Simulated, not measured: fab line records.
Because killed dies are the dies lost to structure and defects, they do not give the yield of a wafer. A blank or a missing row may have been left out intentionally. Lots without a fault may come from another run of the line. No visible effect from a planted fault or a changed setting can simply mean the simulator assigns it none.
fab line records	flow nand_harc
[record] lots = 7	wafers = 21	last_day = 33
route steps=1302 shown A_STAIRCASE@705 END@1302
lots untouched by any fault: they come from a run of this same line in which no faults occurred
start_h: start of the lot's first displayed wafer, in hours after the record's first day	wait_h: time in hours since the lot's previous step	" the same as in the row above	L1.1+2: a row that stands for several wafers	- no value present, or no start provided	* or withheld: withheld	< > ~ a bound
route shown NAME@n: NAME is a module with steps in the file, n the number in the route of the first one	usual: the fault-free wafers' mean and standard deviation	same: alike in all rows	chamber/n: place in a boat	sites: the reading at each site	_std_site: standard deviation across them	_edge_site: outer sites' mean less inner sites'	radius_mm: how far each site lies from the wafer's centre	mask NAME#n: copy n	behind: the most recent tool/chamber to have shaped the wafer	hold: reason for holding the lot/hours on hold/outcome of the hold	device: transistor that didn't switch, given as n, p or np	end of line: the tests these same wafers got at the end of their route	a step with no rows: only its recipe	killed: the dies lost at the first sort to structure and to defects; this is not the yield of the wafer	map: per-die view of a wafer (x killed, . not killed, _ where there is no die)
set.NAME: the setting the step ran with; set.NAME@STEP: the setting that earlier step ran with	model.NAME: the simulator's own value behind a step, which no gauge read
certain route steps with their lots: each step a table, each wafer a row
services: the hour from which a tool's chamber was out of use, counted from the record's first day as start_h (under 0 if before that day), plus the number of hours and why
[[steps]]
[step NHARC_A_STAIRCASE_TRIM_191]
[recipe] time_s = 211.2	o2_flow_sccm = 500	ar_flow_sccm = 0	bias_w = 0	chemistry = O2
[step NHARC_A_STAIRCASE_ETCH_192]
[recipe] target_depth_a = 1000	time_s = 40.5	ion_energy_ev = 400	c4f8_flow_sccm = 20	o2_flow_sccm = 10	ar_flow_sccm = withheld	rf_w = 600	bias_w = 1000	chemistry = C4F8/O2
[usual] bias_w = 999/3.2	chamber_pressure_mTorr = 24.998/0.023	oes_product_au = 0.942/0.012	rf_vpp_V = 897/5.8
lot.wafer	tool	chamber	start_h	wait_h	bias_w	chamber_pressure_mTorr	oes_product_au	rf_hours_counter_h	rf_vpp_V
L721.1	rie_diel-13	3	-	-	1000	25.051	0.952	42	888
L721.6	"	1	"	"	1001	24.994	0.948	-	906
L721.5	"	2	"	"	996	24.982	0.952	-	896
L722.2	rie_diel-08	0	-	-	1003	25.013	0.942	23	896
L722.4	"	0	"	"	1000	25.018	0.959	-	898
L722.6	"	1	"	"	1001	25.007	0.945	-	895
L728.3	rie_diel-08	3	-	-	1004	25.011	0.949	49	891
L728.2	"	0	"	"	1003	25.050	0.938	43	898
L728.6	"	1	"	"	1000	25.019	0.943	-	893
L730.3	rie_diel-04	3	-	-	993	24.980	0.953	7	892
L730.1	"	0	"	"	1000	24.984	0.927	7	899
L730.2	"	1	"	"	1003	24.973	0.933	7	900
L731.4	rie_diel-04	0	-	-	1001	24.984	0.936	8	898
L731.1	"	1	"	"	996	25.007	0.953	8	901
L731.5	"	1	"	"	1000	25.013	0.946	-	901
L732.3	rie_diel-04	3	-	-	998	24.989	0.950	9	892
L732.2	"	0	"	"	1008	24.987	0.928	9	899
L732.6	"	3	"	"	999	24.968	0.953	-	892
L735.1	rie_diel-13	3	-	-	1005	24.979	0.941	25	886
L735.3	"	1	"	"	1000	25.039	0.935	25	903
L735.6	"	3	"	"	999	25.039	0.942	-	888
[step NHARC_A_STAIRCASE_TRIM_193]
[recipe] time_s = 211.2	o2_flow_sccm = 500	ar_flow_sccm = 0	bias_w = 0	chemistry = O2
[step NHARC_A_STAIRCASE_ETCH_194]
[recipe] target_depth_a = 1000	time_s = 40.5	ion_energy_ev = 400	c4f8_flow_sccm = 20	o2_flow_sccm = 10	ar_flow_sccm = withheld	rf_w = 600	bias_w = 1000	chemistry = C4F8/O2
[step NHARC_A_STAIRCASE_TRIM_196]
[recipe] time_s = 211.2	o2_flow_sccm = 500	ar_flow_sccm = 0	bias_w = 0	chemistry = O2
[step NHARC_A_STAIRCASE_ETCH_197]
[recipe] target_depth_a = 1000	time_s = 40.5	ion_energy_ev = 400	c4f8_flow_sccm = 20	o2_flow_sccm = 10	ar_flow_sccm = withheld	rf_w = 600	bias_w = 1000	chemistry = C4F8/O2
[usual] bias_w = 1000/3	chamber_pressure_mTorr = 25.002/0.02	oes_product_au = 0.949/0.021	rf_vpp_V = 897/5.4
lot.wafer	tool	chamber	start_h	wait_h	bias_w	chamber_pressure_mTorr	oes_product_au	rf_hours_counter_h	rf_vpp_V
L721.1	rie_diel-13	1	-	-	1007	24.967	0.943	40	906
L721.6	"	3	"	"	1004	24.955	0.934	-	887
L721.5	"	0	"	"	998	25.009	0.943	-	891
L722.2	rie_diel-08	3	-	-	997	25.003	0.935	32	892
L722.6	"	0	"	"	997	24.996	0.950	-	898
L722.4	"	1	"	"	1000	25.008	0.949	-	894
L728.3	rie_diel-04	2	-	-	999	25.001	0.971	39	905
L728.2	"	3	"	"	999	24.990	0.935	41	891
L728.6	"	2	"	"	997	25.015	0.975	-	905
L730.3	rie_diel-04	2	-	-	997	25.014	0.981	7	905
L730.2	"	0	"	"	1005	25.032	0.920	7	900
L730.1	"	1	"	"	998	24.958	0.931	7	903
L731.4	rie_diel-08	3	-	-	999	25.014	0.965	1	890
L731.1	"	0	"	"	1002	24.997	0.986	0	895
L731.5	"	2	"	"	1000	25.051	0.967	-	894
L732.3	rie_diel-08	2	-	-	993	25.046	0.994	2	896
L732.2	"	3	"	"	1004	25.033	0.980	2	891
L732.6	"	1	"	"	1001	25.013	0.932	-	893
L735.3	rie_diel-04	1	-	-	999	24.980	0.933	17	900
L735.1	"	2	"	"	997	25.000	0.939	21	906
L735.6	"	0	"	"	995	25.003	0.913	-	899
[step NHARC_A_STAIRCASE_TRIM_198]
[recipe] time_s = 211.2	o2_flow_sccm = 500	ar_flow_sccm = 0	bias_w = 0	chemistry = O2
[usual] drypump_motor_current_A = 5.8/0.47	oes_product_au = 1.001/0.012	rf_vpp_V = 57.8/0.96	showerhead_plenum_p_Torr = 3.56/0.14	throttle_valve_pct = 17.038/0.0095
lot.wafer	tool	chamber	start_h	wait_h	drypump_motor_current_A	oes_product_au	rf_hours_counter_h	rf_vpp_V	showerhead_plenum_p_Torr	throttle_valve_pct
L721.1	rie_diel-13	3	-	-	6.6	0.999	43	55.9	3.31	17.031
L721.6	"	0	"	"	5.9	0.995	-	57.5	3.40	17.036
L721.5	"	1	"	"	5.5	0.990	-	58.2	3.78	17.052
L722.2	rie_diel-08	3	-	-	5.5	0.991	32	57.9	3.38	17.048
L722.6	"	1	"	"	5.9	1.006	-	57.5	3.48	17.023
L722.4	"	3	"	"	5.5	1.001	-	57.0	3.38	17.041
L728.3	rie_diel-04	0	-	-	6.1	0.987	49	58.4	3.62	17.044
L728.2	"	2	"	"	6.0	0.998	39	58.7	3.79	17.034
L728.6	"	0	"	"	6.1	0.981	-	56.8	3.62	17.050
L730.3	rie_diel-04	1	-	-	4.8	0.986	7	58.4	3.68	17.038
L730.2	"	3	"	"	6.4	1.005	7	57.9	3.41	17.016
L730.1	"	0	"	"	6.1	0.974	7	58.6	3.62	17.040
L731.1	rie_diel-08	3	-	-	5.5	1.002	1	57.9	3.37	17.039
L731.4	"	0	"	"	5.5	1.008	1	57.2	3.54	17.018
L731.5	"	2	"	"	5.4	1.009	-	58.5	3.51	17.036
L732.2	rie_diel-08	3	-	-	5.5	1.012	2	57.2	3.37	17.027
L732.3	"	0	"	"	5.6	1.011	2	56.6	3.54	17.041
L732.6	"	1	"	"	5.9	0.987	-	58.9	3.47	17.033
L735.1	rie_diel-04	3	-	-	6.4	0.989	22	57.5	3.40	17.038
L735.3	"	2	"	"	6.0	0.992	21	58.7	3.77	17.027
L735.6	"	3	"	"	6.4	0.993	-	57.2	3.40	17.042
[step NHARC_A_STAIRCASE_ETCH_199]
[recipe] target_depth_a = 1000	time_s = 40.5	ion_energy_ev = 400	c4f8_flow_sccm = 20	o2_flow_sccm = 10	ar_flow_sccm = withheld	rf_w = 600	bias_w = 1000	chemistry = C4F8/O2
[usual] bias_w = 999.8/2.9	chamber_pressure_mTorr = 25.001/0.024	oes_product_au = 0.946/0.015	rf_vpp_V = 897/5.3
lot.wafer	tool	chamber	start_h	wait_h	bias_w	chamber_pressure_mTorr	oes_product_au	rf_hours_counter_h	rf_vpp_V
L721.1	rie_diel-13	3	-	-	1000.6	24.978	0.946	43	888
L721.6	"	3	"	"	995.2	24.990	0.956	-	888
L721.5	"	0	"	"	994.4	24.993	0.935	-	891
L722.2	rie_diel-08	3	-	-	996.8	25.019	0.949	32	891
L722.6	"	0	"	"	992.6	24.990	0.951	-	895
L722.4	"	1	"	"	999.3	25.021	0.939	-	893
L728.2	rie_diel-04	3	-	-	997.6	25.060	0.940	41	894
L728.3	"	0	"	"	1002.3	24.943	0.918	49	900
L728.6	"	3	"	"	1000.4	24.996	0.940	-	892
L730.1	rie_diel-04	2	-	-	1001.3	24.979	0.960	7	905
L730.2	"	3	"	"	1001.3	25.032	0.959	7	891
L730.3	"	0	"	"	998.9	25.011	0.931	7	899
L731.1	rie_diel-08	3	-	-	999.6	25.009	0.967	1	890
L731.4	"	0	"	"	997.8	25.002	0.982	1	896
L731.5	"	1	"	"	999.4	25.063	0.942	-	893
L732.2	rie_diel-08	1	-	-	1002.6	24.952	0.932	2	893
L732.3	"	2	"	"	997.2	25.026	0.956	2	894
L732.6	"	1	"	"	1000.1	25.027	0.936	-	894
L735.1	rie_diel-04	3	-	-	1004.5	25.015	0.915	22	891
L735.3	"	1	"	"	1004.0	25.022	0.940	17	901
L735.6	"	3	"	"	1002.2	25.017	0.925	-	892
[step NHARC_A_STAIRCASE_TRIM_200]
[recipe] time_s = 211.2	o2_flow_sccm = 500	ar_flow_sccm = 0	bias_w = 0	chemistry = O2
[step NHARC_A_STAIRCASE_ETCH_201]
[recipe] target_depth_a = 1000	time_s = 40.5	ion_energy_ev = 400	c4f8_flow_sccm = 20	o2_flow_sccm = 10	ar_flow_sccm = withheld	rf_w = 600	bias_w = 1000	chemistry = C4F8/O2
[step NHARC_A_STAIRCASE_TRIM_202]
[recipe] time_s = 211.2	o2_flow_sccm = 500	ar_flow_sccm = 0	bias_w = 0	chemistry = O2
[usual] drypump_motor_current_A = 5.7/0.48	oes_product_au = 1.000/0.011	rf_vpp_V = 57.9/0.88	showerhead_plenum_p_Torr = 3.56/0.14	throttle_valve_pct = 17.036/0.009
lot.wafer	tool	chamber	start_h	wait_h	drypump_motor_current_A	oes_product_au	rf_hours_counter_h	rf_vpp_V	showerhead_plenum_p_Torr	throttle_valve_pct
L721.1	rie_diel-13	3	-	-	6.6	0.999	43	56.8	3.31	17.023
L721.6	"	1	"	"	5.5	1.004	-	58.7	3.78	17.036
L721.5	"	2	"	"	5.9	1.019	-	57.7	3.53	17.017
L722.2	rie_diel-08	0	-	-	5.5	1.009	27	58.6	3.55	17.034
L722.6	"	1	"	"	5.9	1.006	-	58.2	3.48	17.036
L722.4	"	0	"	"	5.6	0.991	-	56.9	3.55	17.052
L728.2	rie_diel-04	1	-	-	4.8	0.983	43	58.1	3.69	17.020
L728.3	"	2	"	"	6.0	0.998	40	58.9	3.78	17.041
L728.6	"	2	"	"	6.0	1.006	-	57.4	3.79	17.031
L730.1	rie_diel-04	0	-	-	6.1	0.981	7	58.9	3.62	17.040
L730.2	"	1	"	"	4.8	0.990	7	57.5	3.68	17.032
L730.3	"	3	"	"	6.4	1.004	7	57.7	3.41	17.044
L731.4	rie_diel-08	3	-	-	5.5	0.999	1	58.4	3.37	17.027
L731.1	"	0	"	"	5.6	1.023	1	58.8	3.54	17.045
L731.5	"	3	"	"	5.5	1.007	-	57.7	3.37	17.042
L732.2	rie_diel-08	0	-	-	5.5	1.016	2	57.8	3.54	17.030
L732.3	"	1	"	"	5.9	0.978	2	59.0	3.47	17.035
L732.6	"	2	"	"	5.4	1.005	-	58.8	3.51	17.043
L735.3	rie_diel-04	0	-	-	6.0	0.990	18	58.9	3.61	17.042
L735.1	"	1	"	"	4.8	0.994	18	57.9	3.67	17.036
L735.6	"	0	"	"	6.1	0.973	-	58.5	3.61	17.039
[step NHARC_A_STAIRCASE_ETCH_203]
[recipe] target_depth_a = 1000	time_s = 40.5	ion_energy_ev = 400	c4f8_flow_sccm = 20	o2_flow_sccm = 10	ar_flow_sccm = withheld	rf_w = 600	bias_w = 1000	chemistry = C4F8/O2
[usual] bias_w = 999/3.1	chamber_pressure_mTorr = 24.994/0.025	oes_product_au = 0.945/0.014	rf_vpp_V = 897/5.2
lot.wafer	tool	chamber	start_h	wait_h	bias_w	chamber_pressure_mTorr	oes_product_au	rf_hours_counter_h	rf_vpp_V
L721.1	rie_diel-13	3	468.20	-	995	25.025	0.961	43	889
L721.5	"	2	"	"	1003	24.998	0.954	-	897
L721.6	"	3	"	"	1001	24.995	0.957	-	889
L722.2	rie_diel-08	1	475.72	-	996	24.986	0.954	29	894
L722.4	"	0	"	"	1001	24.993	0.950	-	897
L722.6	"	3	"	"	999	24.971	0.947	-	891
L728.2	rie_diel-04	0	522.25	-	-	-	-	-	-
L728.3	"	2	"	"	-	-	-	-	-
L728.6	"	1	"	"	-	-	-	-	-
L730.1	rie_diel-04	1	555.04	-	-	-	-	-	-
L730.2	"	2	"	"	-	-	-	-	-
L730.3	"	3	"	"	-	-	-	-	-
L731.1	rie_diel-08	0	557.32	-	-	-	-	-	-
L731.4	"	2	"	"	-	-	-	-	-
L731.5	"	0	"	"	-	-	-	-	-
L732.2	rie_diel-08	2	563.89	-	994	24.989	0.958	3	894
L732.3	"	3	"	"	998	24.998	0.953	2	892
L732.6	"	0	"	"	1001	24.932	0.981	-	896
L735.3	rie_diel-04	0	593.20	-	996	24.960	0.928	18	899
L735.1	"	1	"	"	1002	25.000	0.953	18	902
L735.6	"	2	"	"	1001	25.012	0.963	-	903
[step NHARC_END_SORT_01]
[recipe] temp_c = 25
[usual] killed_at_array = 55/20	killed_at_other = 1.2/1.3	killed_at_periphery = 4.0/3	killed_dies = 60/21	killed_open = 3.2/1.9	killed_short = 2.5/1.6
[same] gross_dies = 677
lot.wafer	tool	chamber	start_h	wait_h	killed_at_array	killed_at_other	killed_at_periphery	killed_dies	killed_open	killed_short
L722.2	prober-02	0	685.50	2.8	21	2	4	27	2	2
L722.4	prober-02	0	687.11	3.4	27	1	0	28	4	3
L722.6	prober-02	0	688.72	4.0	23	1	4	28	2	1
L728.2	prober-01	0	724.50	2.8	670	0	7	677	3	2
L728.3	prober-01	0	725.29	3.1	675	0	2	677	1	1
L728.6	prober-01	0	727.68	4.0	677	0	0	677	1	2
L731.1	prober-01	0	762.97	2.5	668	0	9	677	4	1
L731.4	prober-01	0	765.35	3.4	672	0	5	677	1	3
L731.5	prober-01	0	766.15	3.7	668	3	6	677	4	1
L730.1	prober-02	0	765.04	2.5	663	4	10	677	3	2
L730.2	prober-02	0	765.84	2.8	669	2	6	677	0	5
L730.3	prober-02	0	766.64	3.1	666	3	8	677	3	1
// killed by level:class
L722.2 A_CHANNEL_HOLE_D1:chamber_film_flake=7 A_CONTACT:chamber_film_flake=5 A_STAIRCASE:chamber_film_flake=3 P_STI:chamber_film_flake=2 A_CHANNEL_HOLE_D2:chamber_film_flake=2 THIN_TSV:chamber_film_flake=2 P_M2:geometric_particle:open=1 A_ONON_D1:geometric_particle:short=1
L722.4 A_CHANNEL_HOLE_D1:chamber_film_flake=9 A_CHANNEL_HOLE_D2:chamber_film_flake=4 A_STAIRCASE:chamber_film_flake=3 A_CONTACT:chamber_film_flake=2 A_CHANNEL_FILL_D1:geometric_particle:open=1 A_DECK1_JOINT:geometric_particle:open=1 A_CHANNEL_FILL_D2:geometric_particle:short=1 A_CHANNEL_FILL_D2:geometric_particle:open=1
L722.6 A_CHANNEL_HOLE_D1:chamber_film_flake=7 A_CHANNEL_HOLE_D2:chamber_film_flake=4 A_SLIT:chamber_film_flake=4 A_CONTACT:chamber_film_flake=3 A_STAIRCASE:chamber_film_flake=2 P_CONTACT:geometric_particle:open=1 A_WL_FILL:geometric_particle:short=1 A_M0:geometric_particle:open=1
L728.2 A_STAIRCASE:area_etch=606 A_CHANNEL_HOLE_D2:chamber_film_flake=26 A_CHANNEL_HOLE_D1:chamber_film_flake=10 A_SLIT:chamber_film_flake=7 A_ZERO_WELL:chamber_film_flake=5 A_WL_FILL:chamber_film_flake=4 P_STI:chamber_film_flake=3 A_CONTACT:chamber_film_flake=3
L728.3 A_STAIRCASE:area_etch=650 A_CHANNEL_HOLE_D2:chamber_film_flake=12 A_CHANNEL_HOLE_D1:chamber_film_flake=5 A_STAIRCASE:chamber_film_flake=3 P_STI:chamber_film_flake=2 A_CONTACT:chamber_film_flake=2 A_ONON_D1:geometric_particle:open=1 A_WL_FILL:geometric_particle:short=1
L728.6 A_STAIRCASE:area_etch=635 A_CHANNEL_HOLE_D2:chamber_film_flake=16 A_CHANNEL_HOLE_D1:chamber_film_flake=8 A_SLIT:chamber_film_flake=7 A_CONTACT:chamber_film_flake=5 A_CHANNEL_FILL_D1:geometric_particle:short=1 A_DECK1_JOINT:geometric_particle:open=1 A_BLC:geometric_particle:short=1
L731.1 A_STAIRCASE:area_etch=588 A_SLIT:chamber_film_flake=33 A_CHANNEL_HOLE_D2:chamber_film_flake=25 A_CHANNEL_HOLE_D1:chamber_film_flake=11 P_GATE:chamber_film_flake=4 A_CONTACT:chamber_film_flake=4 P_STI:chamber_film_flake=2 P_GATE:geometric_particle:open=1
L730.1 A_STAIRCASE:area_etch=599 A_SLIT:chamber_film_flake=35 A_CHANNEL_HOLE_D1:chamber_film_flake=11 P_ZERO_WELL:chamber_film_flake=6 A_CONTACT:chamber_film_flake=6 A_STAIRCASE:chamber_film_flake=4 A_WL_FILL:chamber_film_flake=3 P_M2:chamber_film_flake=2
L731.4 A_STAIRCASE:area_etch=628 A_SLIT:chamber_film_flake=13 A_CHANNEL_HOLE_D2:chamber_film_flake=9 A_CHANNEL_HOLE_D1:chamber_film_flake=7 A_CONTACT:chamber_film_flake=6 P_GATE:chamber_film_flake=3 A_STAIRCASE:chamber_film_flake=3 A_DECK1_JOINT:geometric_particle:short=1
L730.2 A_STAIRCASE:area_etch=618 A_SLIT:chamber_film_flake=23 A_CHANNEL_HOLE_D1:chamber_film_flake=11 A_STAIRCASE:chamber_film_flake=5 P_M2:chamber_film_flake=4 A_CONTACT:chamber_film_flake=3 A_DECK1_JOINT:chamber_film_flake=2 HYBRID_BOND:chamber_film_flake=2
L731.5 A_STAIRCASE:area_etch=624 A_CHANNEL_HOLE_D2:chamber_film_flake=17 A_SLIT:chamber_film_flake=10 A_CHANNEL_HOLE_D1:chamber_film_flake=5 A_CONTACT:chamber_film_flake=5 P_GATE:chamber_film_flake=4 A_STAIRCASE:chamber_film_flake=4 THIN_TSV:chamber_film_flake=2
L730.3 A_STAIRCASE:area_etch=620 A_SLIT:chamber_film_flake=26 A_CHANNEL_HOLE_D1:chamber_film_flake=9 A_CONTACT:chamber_film_flake=4 P_M2:chamber_film_flake=3 A_DECK1_JOINT:chamber_film_flake=3 HYBRID_BOND:chamber_film_flake=2 P_STI:geometric_particle:open=1
// map L728.2 (x killed, . not)
____________x____________
_________xxxxxxx_________
_______xxxxxxxxxxx_______
______xxxxxxxxxxxxx______
_____xxxxxxxxxxxxxxx_____
____xxxxxxxxxxxxxxxxx____
____xxxxxxxxxxxxxxxxx____
___xxxxxxxxxxxxxxxxxxx___
___xxxxxxxxxxxxxxxxxxx___
__xxxxxxxxxxxxxxxxxxxxx__
__xxxxxxxxxxxxxxxxxxxxx__
_xxxxxxxxxxxxxxxxxxxxxxx_
_xxxxxxxxxxxxxxxxxxxxxxx_
_xxxxxxxxxxxxxxxxxxxxxxx_
_xxxxxxxxxxxxxxxxxxxxxxx_
_xxxxxxxxxxxxxxxxxxxxxxx_
xxxxxxxxxxxxxxxxxxxxxxxxx
xxxxxxxxxxxxxxxxxxxxxxxxx
xxxxxxxxxxxxxxxxxxxxxxxxx
xxxxxxxxxxxxxxxxxxxxxxxxx
xxxxxxxxxxxxxxxxxxxxxxxxx
_xxxxxxxxxxxxxxxxxxxxxxx_
_xxxxxxxxxxxxxxxxxxxxxxx_
_xxxxxxxxxxxxxxxxxxxxxxx_
_xxxxxxxxxxxxxxxxxxxxxxx_
_xxxxxxxxxxxxxxxxxxxxxxx_
__xxxxxxxxxxxxxxxxxxxxx__
__xxxxxxxxxxxxxxxxxxxxx__
___xxxxxxxxxxxxxxxxxxx___
___xxxxxxxxxxxxxxxxxxx___
____xxxxxxxxxxxxxxxxx____
____xxxxxxxxxxxxxxxxx____
_____xxxxxxxxxxxxxxx_____
______xxxxxxxxxxxxx______
_______xxxxxxxxxxx_______
_________xxxxxxx_________
____________x____________
// map L730.1 (x killed, . not)
____________x____________
_________xxxxxxx_________
_______xxxxxxxxxxx_______
______xxxxxxxxxxxxx______
_____xxxxxxxxxxxxxxx_____
____xxxxxxxxxxxxxxxxx____
____xxxxxxxxxxxxxxxxx____
___xxxxxxxxxxxxxxxxxxx___
___xxxxxxxxxxxxxxxxxxx___
__xxxxxxxxxxxxxxxxxxxxx__
__xxxxxxxxxxxxxxxxxxxxx__
_xxxxxxxxxxxxxxxxxxxxxxx_
_xxxxxxxxxxxxxxxxxxxxxxx_
_xxxxxxxxxxxxxxxxxxxxxxx_
_xxxxxxxxxxxxxxxxxxxxxxx_
_xxxxxxxxxxxxxxxxxxxxxxx_
xxxxxxxxxxxxxxxxxxxxxxxxx
xxxxxxxxxxxxxxxxxxxxxxxxx
xxxxxxxxxxxxxxxxxxxxxxxxx
xxxxxxxxxxxxxxxxxxxxxxxxx
xxxxxxxxxxxxxxxxxxxxxxxxx
_xxxxxxxxxxxxxxxxxxxxxxx_
_xxxxxxxxxxxxxxxxxxxxxxx_
_xxxxxxxxxxxxxxxxxxxxxxx_
_xxxxxxxxxxxxxxxxxxxxxxx_
_xxxxxxxxxxxxxxxxxxxxxxx_
__xxxxxxxxxxxxxxxxxxxxx__
__xxxxxxxxxxxxxxxxxxxxx__
___xxxxxxxxxxxxxxxxxxx___
___xxxxxxxxxxxxxxxxxxx___
____xxxxxxxxxxxxxxxxx____
____xxxxxxxxxxxxxxxxx____
_____xxxxxxxxxxxxxxx_____
______xxxxxxxxxxxxx______
_______xxxxxxxxxxx_______
_________xxxxxxx_________
____________x____________
[[services]]
tool	chamber	start_h	hours	kind
rie_diel-04	0	463.96	-	clean
rie_diel-04	1	463.96	-	clean
rie_diel-04	2	463.96	-	clean
rie_diel-04	3	463.96	-	clean
rie_diel-08	2	464.98	26.5	repair
rie_diel-04	0	488.46	-	clean
rie_diel-04	1	488.46	-	clean
rie_diel-04	2	488.46	-	clean
rie_diel-04	3	488.46	-	clean
rie_diel-13	1	502.11	6.3	repair
rie_diel-13	3	503.17	2.0	repair
rie_diel-04	0	512.96	-	clean
rie_diel-04	1	512.96	-	clean
rie_diel-04	2	512.96	-	clean
rie_diel-04	3	512.96	-	clean
rie_diel-13	-	519.06	9.0	pm
rie_diel-04	-	533.45	9.0	pm
rie_diel-04	0	533.45	9.0	vent_cycle
rie_diel-04	1	533.45	9.0	vent_cycle
rie_diel-04	2	533.45	9.0	vent_cycle
rie_diel-04	3	533.45	9.0	vent_cycle
rie_diel-04	0	542.45	-	clean
rie_diel-08	-	545.13	9.0	pm
rie_diel-13	0	590.19	16.5	repair
[[key]]
[first_sign] step = NHARC_A_STAIRCASE_ETCH_203	reading = tool_record	direction = missing
[effect] step = NHARC_END_SORT_01	reading = killed_at_array	direction = up	sigmas = 30	usual = 55	struck = 670
[more_kills_born_at] NHARC_A_STAIRCASE_ETCH_203@rie_diel-04 = 3728	NHARC_A_STAIRCASE_ETCH_203@rie_diel-08 = 1839
met_at NHARC_A_STAIRCASE_ETCH_203
struck_wafers L728.2,L728.3,L728.6,L730.1,L730.2,L730.3,L731.1,L731.4,L731.5
later_rows_left_out L728.2,L728.3,L728.6,L730.1,L730.2,L730.3,L731.1,L731.4,L731.5
tester_left_out L728,L730,L731
onset_between 475.72 522.25
[fault] kind = skipped_step_whole	tool = rie_diel-04,rie_diel-08	chamber = -	onset_h = 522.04	steps = NHARC_A_STAIRCASE_ETCH_203	scope = struck_lots_only
// tester_left_out: of these lots the tester's yield and bins aren't shown, on N5 and GAA mostly nor the transistor test; their killed dies are dies lost to structure and defects alone, not to doping, threshold or leakage, so they don't give the yield
// later_rows_left_out: the simulator's readings of these wafers behind a module that went badly wrong aren't trusted and aren't shown, but for the sort
